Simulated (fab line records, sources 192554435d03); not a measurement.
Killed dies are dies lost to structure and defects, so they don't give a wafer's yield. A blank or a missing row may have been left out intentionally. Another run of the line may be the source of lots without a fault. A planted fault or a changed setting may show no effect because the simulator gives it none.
fab line records + flow n5Finfet
[record]
- lots = 4
- wafers = 10
- lastDay = 16
route steps=1938 shown BEOL_M13@1704 BEOL_M14@1716 PASSIVATION@1936
lots with no fault: from the same line, run without faults
startH: hours from the record's opening day to when the first of the lot's shown wafers began + waitH: hours elapsed since this lot's preceding step + " identical to the entry in the row above + L1.1+2: one row covering several wafers at once + - no value, or no start was given + * or withheld: withheld + < > ~ a bound
route shown NAME@n: NAME is a module with steps in the file, n the number in the route of the first one + usual: average and standard deviation across the fault-free wafers + same: alike in all rows + chamber/n: place in a boat + sites: readings site by site + _std_site: the values' standard deviation + _edge_site: mean of outer sites minus mean of inner sites + radiusMm: how far each site lies from the wafer's centre + mask NAME#n: copy n + behind: the tool/chamber that last shaped the wafer + hold: why the lot was held/for how many hours/how that ended + device: names the non-switching transistor (n, p or np) + end of line: tests run on the same wafers once the route is complete + step lacking rows: just its recipe + killed: count of dies lost to structure and defects at first sort (not the wafer's yield) + map: a wafer's dies, marking killed ones x, the rest . and places with no die _
set.NAME: the run value of the setting; set.NAME@STEP: its run value at that earlier step + model.NAME: the simulator's own value behind a step, which no gauge read
lots at some steps of the route; a table a step, a row a wafer
services: from which hour (startH, from the record's first day; less than 0 if before it) a tool's chamber was out of use, for how many hours, and why
[[steps]]
[step N5_BEOL_M13_PRE_CLEAN_42]
[recipe]
- gas = H2/He
- timeS = 30
- tempC = 250
[step N5_BEOL_M13_SPUTTER_43]
[recipe]
- material = TaN
- targetThkA = 150
- tempC = 50
- biasV = 168.6
- powerW = 15000
- chamberPressurePa = 0.12
- timeS = 24.19
[step N5_BEOL_M13_SPUTTER_44]
[recipe]
- material = Ta
- targetThkA = 100
- tempC = 50
- biasV = 80
- powerW = 15000
- chamberPressurePa = 0.07
- timeS = 16.13
[step N5_BEOL_M13_SPUTTER_45]
[recipe]
- material = Cu
- targetThkA = 800
- tempC = -20
- biasV = 60
- powerW = 26000
- chamberPressurePa = 0.13
- timeS = 13.33
[step N5_BEOL_M13_ECD_47]
[recipe]
- material = Cu
- targetThkA = 9360
[step N5_BEOL_M13_ANNEAL_48]
[recipe]
- tempC = 225
- timeS = 90
- ambient = N2
[step N5_BEOL_M13_CMP_49]
[recipe]
- stopOn = SiOC
- tOverpolishS = 17.1
- downForcePsi = 1
- platenRpm = 50
- clearingPlatenDownForcePsi = 1.5
- clearingPlatenRpm = 50
- postCmpClean = cuAlkaline
- targetThkNm = 420
- clearingPlatenPadVelocityMS = 0.99484
- padVelocityMS = 0.99484
[step N5_BEOL_M13_PRE_CLEAN_52]
[recipe]
- gas = NH3
- timeS = 15
- tempC = withheld
- rfPowerW = 300
[step N5_BEOL_M13_DEP_53]
[recipe]
- material = SiCN
- targetThkA = 500
- tempC = withheld
- precursor = 3MS/NH3
- pressureTorr = 3
- rfW = 675
- timeS = 17.8
[step N5_BEOL_M14_ILD_DEP_00]
[recipe]
- material = SiO2
- targetThkA = 11193
- tempC = 400
- precursor = TEOS/O2
- pressureTorr = 6.5
- rfW = 900
- teosFlowSccm = 161.4
- gas = O2
- flowSccm = 2650
- timeS = 237.4
[usual]
- heaterPowerOuterW = 305/64
- heaterPowerW = 554/95
- runLengthS = 280.2/0.56
- showerheadPlenumPTorr = 8.375/0.029
- showerheadVppV = 1842/73
- susceptorTempC = 399.98/0.22
- throttleValvePct = 19.0/0.95
| lot.wafer | tool     | chamber | startH | waitH | heaterPowerOuterW | heaterPowerW | runLengthS | showerheadPlenumPTorr | showerheadVppV | susceptorTempC | throttleValvePct | model.SiO2_of_BEOL_M14_ILD_DEP_00.thkNm |
|-----------|----------|---------|--------|-------|-------------------|--------------|------------|-----------------------|----------------|----------------|------------------|-----------------------------------------|
| L791.2    | pecvd-01 | 0       | 301.92 | 0.0   | 355               | 708          | 294.2      | 8.427                 | 1982           | 399.91         | 20.6             | 1179                                    |
| L791.3    | "        | 1       | "      | "     | 338               | 574          | 295.0      | 8.376                 | 1773           | 400.06         | 18.8             | 1164                                    |
| L790.2    | pecvd-01 | 2       | 304.91 | 0.0   | 332               | 518          | 294.9      | 8.386                 | 1901           | 399.77         | 19.9             | 1152                                    |
| L790.3    | "        | 0       | "      | "     | 288               | 597          | 294.2      | 8.405                 | 1975           | 400.19         | 20.3             | 1171                                    |
| L793.2    | pecvd-03 | 1       | 320.39 | 0.0   | 286               | 497          | 280.6      | 8.376                 | 1792           | 400.15         | 20.2             | 1109                                    |
| L793.5    | "        | 0       | "      | "     | 301               | 525          | 281.0      | 8.347                 | 1810           | 399.92         | 18.9             | 1122                                    |
| L793.6    | "        | 1       | "      | "     | 249               | 452          | 280.8      | 8.381                 | 1800           | 399.96         | 20.2             | 1136                                    |
| L802.3    | pecvd-01 | 2       | 364.71 | 0.0   | 320               | 514          | 280.8      | 8.374                 | 1904           | 399.94         | 20.0             | 1097                                    |
| L802.5    | "        | 1       | "      | "     | 333               | 564          | 280.1      | 8.389                 | 1794           | 399.97         | 18.5             | 1095                                    |
| L802.6    | "        | 2       | "      | "     | 238               | 404          | 280.2      | 8.380                 | 1907           | 399.93         | 19.8             | 1109                                    |
[step N5_BEOL_M14_THK_MEAS_01]
[recipe]
- reads = SiO2_of_BEOL_M14_ILD_DEP_00
[usual]
- M14_ILD_THK = 1112/17
| lot.wafer | tool         | chamber | startH | waitH | M14_ILD_THK[nm] |
|-----------|--------------|---------|--------|-------|-----------------|
| L791.2    | filmMetro-01 | -       | 302.11 | 0.1   | 1180            |
| L791.3    | "            | -       | "      | "     | 1165            |
| L790.2    | filmMetro-02 | -       | 305.10 | 0.1   | 1152            |
| L790.3    | "            | -       | "      | "     | 1172            |
| L793.2    | filmMetro-02 | -       | 320.66 | 0.2   | 1109            |
| L793.5    | "            | -       | "      | "     | 1122            |
| L793.6    | "            | -       | "      | "     | 1135            |
| L802.3    | filmMetro-01 | -       | 364.91 | 0.1   | 1096            |
| L802.5    | "            | -       | "      | "     | 1093            |
| L802.6    | "            | -       | "      | "     | 1109            |
[step N5_BEOL_M14_COAT_58]
[recipe]
- resist = BARC
- tempC = 205
- timeS = 60
- spinRpm = 1500
- resistThkNm = 89
[step N5_BEOL_M14_COAT_04]
[recipe]
- spinRpm = 1704
- resistThkNm = 800
[step N5_BEOL_M14_EBR_06]
[recipe]
- solvent = PGMEA
- ebrWidthMm = 1.5
[step N5_BEOL_M14_SOFTBAKE_05]
[recipe]
- tempC = 130
- timeS = 60
[step N5_BEOL_M14_EXPOSE_07]
[recipe]
- maskId = V13
- na = 0.8
- sourceShape = annular
- sigmaInner = 0.5
- sigmaOuter = 0.8
- polarization = unpolarized
- attpsmPhaseDeg = 180
- doseMj = 57
[step N5_BEOL_M14_PEB_08]
[recipe]
- pebTempC = 130
- pebTimeS = 90
[step N5_BEOL_M14_DEVELOP_09]
[recipe]
- developTimeS = 45
- rinseLiquid = diw
- dry = airSpin
- devTempC = 21
[step N5_BEOL_M14_HARDBAKE_14]
[recipe]
- tempC = 130
- timeS = 120
[step N5_BEOL_M14_DESCUM_15]
[recipe]
- chemistry = O2
- timeS = 7.9
- sourcePowerW = 50
- biasPowerW = 20
- pressureMtorr = 20
- rfFrequencyHz = 2.712e+07
- tempC = 40
- o2FlowSccm = 225
[step N5_BEOL_M14_ETCH_59]
[recipe]
- chemistry = N2/H2
- target = BARC
- targetDepthA = 890
- overetchA = 267
- timeS = 67.9
- ionEnergyEv = 200
- pressureMtorr = 30
- sourceW = 840
- biasW = 150
- n2FlowSccm = 200
- h2FlowSccm = 200
[step N5_BEOL_M14_VIA_ETCH_16]
[recipe]
- chemistry = C4F8/O2/Ar
- target = SiO2
- heInnerTorr = 15
- heOuterTorr = 30
- targetDepthA = 12313
- timeS = withheld
- ionEnergyEv = 800
- pressureMtorr = 20
- sourceW = 1905
- biasW = 2040
- Ar_flow_sccm = 400
- C4F8_flow_sccm = 16
- O2_flow_sccm = 12
- ends = cleared
[usual]
- drypumpMotorCurrentA = 5.58/0.29
- heOuterTorr = 30.00/0.055
- oesProductAu = 0.72/0.069
- rfVppV = 2217/56
- showerheadPlenumPTorr = 3.39/0.11
- throttleValvePct = 30.8/0.38
| lot.wafer | tool       | chamber | startH | waitH | drypumpMotorCurrentA | heOuterTorr | oesProductAu | rfVppV | showerheadPlenumPTorr | throttleValvePct | model.etch.depthNm | model.coat_of_BEOL_M14_COAT_04.thkNm |
|-----------|------------|---------|--------|-------|----------------------|-------------|--------------|--------|-----------------------|------------------|--------------------|--------------------------------------|
| L791.2    | rieDiel-03 | 3       | 302.82 | 0.0   | 5.91                 | 29.90       | 0.63         | 2170   | 3.38                  | 30.6             | 1179               | 446.2                                |
| L791.3    | "          | 0       | "      | "     | 5.09                 | 30.06       | 0.81         | 2250   | 3.51                  | 30.4             | 1164               | 434.4                                |
| L790.2    | rieDiel-03 | 3       | 305.58 | 0.0   | 5.94                 | 29.89       | 0.63         | 2171   | 3.38                  | 30.6             | 1152               | 451.6                                |
| L790.3    | "          | 2       | "      | "     | 5.73                 | 29.94       | 0.74         | 2294   | 3.47                  | 30.8             | 1171               | 446                                  |
| L793.2    | rieDiel-06 | 2       | 321.23 | 0.0   | 5.56                 | 29.93       | 0.73         | 2174   | 3.46                  | 31.1             | 1109               | 455.4                                |
| L793.5    | "          | 1       | "      | "     | 5.42                 | 29.94       | 0.74         | 2216   | 3.47                  | 30.9             | 1122               | 456.2                                |
| L793.6    | "          | 2       | "      | "     | 5.55                 | 29.94       | 0.71         | 2175   | 3.46                  | 31.1             | 1136               | 448.6                                |
| L802.3    | rieDiel-03 | 2       | 365.39 | 0.0   | 5.72                 | 30.11       | 0.73         | 2294   | 3.46                  | 30.8             | 1097               | 461                                  |
| L802.5    | "          | 1       | "      | "     | 5.21                 | 30.10       | 0.66         | 2262   | 3.26                  | 30.6             | 1095               | 454.4                                |
| L802.6    | "          | 0       | "      | "     | 5.08                 | 30.04       | 0.78         | 2250   | 3.50                  | 30.5             | 1109               | 449.2                                |
[step N5_BEOL_M14_STRIP_63]
[recipe]
- chemistry = O2
- powerW = 600
- tempC = 60
- pressureMtorr = 30
- rfFrequencyHz = 6e+07
- biasPowerW = 0
- overashFraction = 0.3
- o2FlowSccm = 225
[step N5_BEOL_M14_STRIP_64]
[recipe]
- chemistry = O2
- powerW = 600
- tempC = 60
- pressureMtorr = 30
- rfFrequencyHz = 6e+07
- biasPowerW = 0
- overashFraction = 0.3
- o2FlowSccm = 225
[step N5_BEOL_M14_STRIP_71]
[recipe]
- chemistry = postEtchResidueRemover
- timeS = 60
- tempC = 25
- removerPh = withheld
- removerWaterWtPct = withheld
- removerFluorideWtPct = withheld
[step N5_BEOL_M14_SRD_72]
[recipe]
- timeS = 30
- tempC = 23
- rinseLiquid = diw
- dry = n2Spin
- spinRpm = 1500
- dryTimeS = 30
[step N5_BEOL_M14_COAT_65]
[recipe]
- resist = SOC
- tempC = 250
- timeS = 60
- spinRpm = 1500
- resistThkNm = 450
[step N5_BEOL_M14_COAT_66]
[recipe]
- resist = SiARC
- tempC = 220
- timeS = 60
- spinRpm = 1500
- resistThkNm = 110
[step N5_BEOL_M14_COAT_22]
[recipe]
- spinRpm = 2888
- resistThkNm = 300
[step N5_BEOL_M14_EBR_24]
[recipe]
- solvent = PGMEA
- ebrWidthMm = 1.5
[step N5_BEOL_M14_SOFTBAKE_23]
[recipe]
- tempC = 130
- timeS = 60
[step N5_BEOL_M14_EXPOSE_25]
[recipe]
- maskId = M14
- na = 0.8
- sourceShape = annular
- sigmaInner = 0.5
- sigmaOuter = 0.8
- polarization = unpolarized
- targetCdNm = 280
- doseMj = 26.6
[step N5_BEOL_M14_PEB_26]
[recipe]
- pebTempC = 130
- pebTimeS = 90
[step N5_BEOL_M14_DEVELOP_27]
[recipe]
- developTimeS = 45
- rinseLiquid = diw
- dry = airSpin
- devTempC = 21
[step N5_BEOL_M14_HARDBAKE_32]
[recipe]
- tempC = 130
- timeS = 120
[step N5_BEOL_M14_CMP_49]
[recipe]
- stopOn = SiO2
- tOverpolishS = 5.2
- downForcePsi = 2
- platenRpm = 80
- clearingPlatenDownForcePsi = 2
- clearingPlatenRpm = 80
- postCmpClean = cuAlkaline
- targetThkNm = 560
- clearingPlatenPadVelocityMS = 1.5917
- padVelocityMS = 1.5917
[usual]
- clearingPlatenDownForcePsi = 2.000/0.0043
- motorCurrentA = 8.2/0.8
| lot.wafer | tool   | chamber | startH | waitH | clearingPlatenDownForcePsi | motorCurrentA | model.SiO2_of_BEOL_M14_ILD_DEP_00.thkNm |
|-----------|--------|---------|--------|-------|----------------------------|---------------|-----------------------------------------|
| L791.3    | cmp-01 | 0       | 306.04 | 0.2   | 2.000                      | 8.2           | 1084                                    |
| L791.2    | "      | 2       | "      | "     | 2.003                      | 9.3           | 1099                                    |
| L790.2    | cmp-03 | 0       | 308.64 | 0.2   | 2.002                      | 7.2           | 1071                                    |
| L790.3    | "      | 2       | "      | "     | 1.997                      | 8.1           | 1091                                    |
| L793.2    | cmp-01 | 3       | 325.78 | 0.3   | 1.996                      | 8.5           | 1034                                    |
| L793.6    | "      | 0       | "      | "     | 1.995                      | 8.4           | 1059                                    |
| L793.5    | "      | 1       | "      | "     | 1.996                      | 9.1           | 1041                                    |
| L802.3    | cmp-01 | 1       | 369.76 | 0.2   | 2.004                      | 9.0           | 1018                                    |
| L802.5    | "      | 1       | "      | "     | 2.001                      | 9.1           | 1014                                    |
| L802.6    | "      | 2       | "      | "     | 2.006                      | 9.1           | 1028                                    |
[step N5_PASSIVATION_PROBE_49]
[usual]
- defectLimitedYield = 91.4/1.4
- killed_at_M0_to_M3 = 34/8.9
- killed_at_M4_up = 13/4.6
- killedAtContacts = 12/5.5
- killedAtFrontEnd = 41/11
- killedAtOther = 3.1/2.9
- killedDies = 102/16
- killedOpen = 66/11
- killedShort = 34/7.6
- sort_bin_4_leakage = 0.01/0.14
- sort_bin_5_function = 5.1/0.89
- sort_bin_6_memory = 3.2/0.61
- sort_bin_8_speed = 0.02/0.12
- sortNPass = 1078/16
- sortYieldPct = 91.3/1.4
[same]
- grossDies = 1180
- killedAtBackSide = 0
| lot.wafer | tool      | chamber | startH | waitH | defectLimitedYield[%] | killed_at_M0_to_M3 | killed_at_M4_up | killedAtContacts | killedAtFrontEnd | killedAtOther | killedDies | killedOpen | killedShort | sort_bin_4_leakage[%] | sort_bin_5_function[%] | sort_bin_6_memory[%] | sort_bin_8_speed[%] | sortNPass | sortYieldPct[%] |
|-----------|-----------|---------|--------|-------|-----------------------|--------------------|-----------------|------------------|------------------|---------------|------------|------------|-------------|-----------------------|------------------------|----------------------|---------------------|-----------|-----------------|
| L791.3    | prober-02 | -       | 330.05 | 0.1   | 90.6                  | 29                 | 15              | 17               | 46               | 4             | 111        | 61         | 39          | 0                     | 5.3                    | 3.0                  | 0                   | 1069      | 90.6            |
| L802.3    | prober-02 | -       | 392.02 | 0.1   | 92.2                  | 42                 | 9               | 7                | 32               | 2             | 92         | 50         | 42          | 0                     | 4.2                    | 3.2                  | 0                   | 1088      | 92.2            |
| L802.5    | prober-02 | -       | 392.12 | 0.2   | 93.9                  | 25                 | 6               | 10               | 27               | 4             | 72         | 45         | 27          | 0                     | 3.5                    | 2.3                  | 0                   | 1108      | 93.9            |
| L802.6    | prober-02 | -       | 392.17 | 0.3   | 93.1                  | 36                 | 14              | 15               | 17               | 0             | 82         | 56         | 25          | 0                     | 3.9                    | 2.5                  | 0                   | 1098      | 93.1            |
// killed by level:class
L791.3 MOL_CONTACT_COAG:geometricParticle:open=14 HKMG_FIN:areaEtch=11 FIN_SAQP:geometricParticle:short=9 FIN_SAQP:geometricParticle:open=9 BEOL_M0_SAQP:geometricParticle:short=9 GATE_CUT:geometricParticle:short=6 BEOL_M1:geometricParticle:open=6 BEOL_M0_SAQP:geometricParticle:open=6
L802.3 BEOL_M0_SAQP:geometricParticle:open=15 BEOL_M0_SAQP:geometricParticle:short=11 FIN_SAQP:geometricParticle:open=5 GATE_CUT:geometricParticle:short=5 MOL_CONTACT_COAG:geometricParticle:open=5 BEOL_M1:geometricParticle:open=5 FIN_SAQP:geometricParticle:short=4 FIN_CUT:geometricParticle:short=4
L802.5 STI_FIN_REVEAL:geometricParticle:open=6 MOL_CONTACT_COAG:geometricParticle:open=6 BEOL_M0_SAQP:geometricParticle:short=6 BEOL_M0_SAQP:geometricParticle:open=5 BEOL_M3:geometricParticle:open=5 MOL_CONTACT_COAG:geometricParticle:short=4 STI_FIN_REVEAL:geometricParticle:short=3 GATE_CUT:geometricParticle:open=3
L802.6 MOL_CONTACT_COAG:geometricParticle:open=11 BEOL_M0_SAQP:geometricParticle:open=10 BEOL_M0_SAQP:geometricParticle:short=9 BEOL_M2:geometricParticle:open=7 BEOL_M1:geometricParticle:open=5 FIN_SAQP:geometricParticle:short=4 MOL_CONTACT_COAG:geometricParticle:short=4 BEOL_M4:geometricParticle:open=4
[[services]]
| tool       | chamber | startH | hours | kind                          |
|------------|---------|--------|-------|-------------------------------|
| pecvd-03   | 1       | 281.75 | 5.5   | scheduledDown                 |
| pecvd-03   | 0       | 282.40 | 9.6   | repair                        |
| rieDiel-06 | 3       | 286.58 | -     | clean                         |
| rieDiel-06 | 3       | 286.58 | -     | consumableReplace:focusRing   |
| rieDiel-06 | 3       | 286.58 | -     | consumableReplace:showerhead  |
| rieDiel-06 | 3       | 286.58 | 22.1  | scheduledDown                 |
| rieDiel-06 | 3       | 286.58 | 22.1  | ventCycle                     |
| cmp-01     | -       | 307.40 | 6.7   | repair                        |
| rieDiel-03 | -       | 308.90 | 0.2   | repair                        |
| pecvd-03   | 2       | 311.14 | 10.7  | repair                        |
| cmp-03     | -       | 316.07 | 4.0   | pm                            |
| cmp-03     | -       | 320.07 | -     | consumableReplace:conditioner |
| cmp-03     | -       | 320.07 | -     | consumableReplace:pad         |
| rieDiel-06 | 3       | 322.17 | 1.7   | repair                        |
| rieDiel-03 | 2       | 339.80 | 2.8   | repair                        |
| pecvd-03   | 2       | 345.59 | 2.1   | scheduledDown                 |
| cmp-03     | -       | 353.00 | 1.2   | repair                        |
| pecvd-03   | 1       | 355.53 | 5.0   | scheduledDown                 |
| pecvd-03   | 2       | 363.41 | 5.5   | scheduledDown                 |
[[key]]
[firstSign]
- step = N5_BEOL_M14_ILD_DEP_00
- reading = runLengthS
- direction = up
- sigmas = 26
- usual = *
- struck = *
[effect]
- step = N5_BEOL_M14_THK_MEAS_01
- reading = M14_ILD_THK
- direction = up
- sigmas = 3.3
- usual = 1112
- struck = 1167
[modelEffect]
- step = N5_BEOL_M14_ILD_DEP_00
- value = SiO2_of_BEOL_M14_ILD_DEP_00.thkNm
- without = 1099
- struck = 1167
[modelEffect]
- step = N5_BEOL_M14_VIA_ETCH_16
- value = etch.depthNm
- without = 1099
- struck = 1167
[modelEffect]
- step = N5_BEOL_M14_CMP_49
- value = SiO2_of_BEOL_M14_ILD_DEP_00.thkNm
- without = 1019
- struck = 1086
metAt N5_BEOL_M14_ILD_DEP_00
struckWafers L790.2,L790.3,L791.2,L791.3
[baselineLoss]
- step = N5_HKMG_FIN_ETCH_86
- wafers = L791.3
[fault]
- kind = processParameterDrift
- tool = pecvd-01
- chamber = -
- onsetH = 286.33
- steps = N5_BEOL_M14_ILD_DEP_00
- channel = timeS
- offset = *
- shape = step
- endH = 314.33
- scope = struckWafersOnly
- actsIn = *
- stated = *
// baselineLoss: these wafers lose ten dies or more at that step, a loss of the line's own and not of a fault; the sort's usual values leave them out
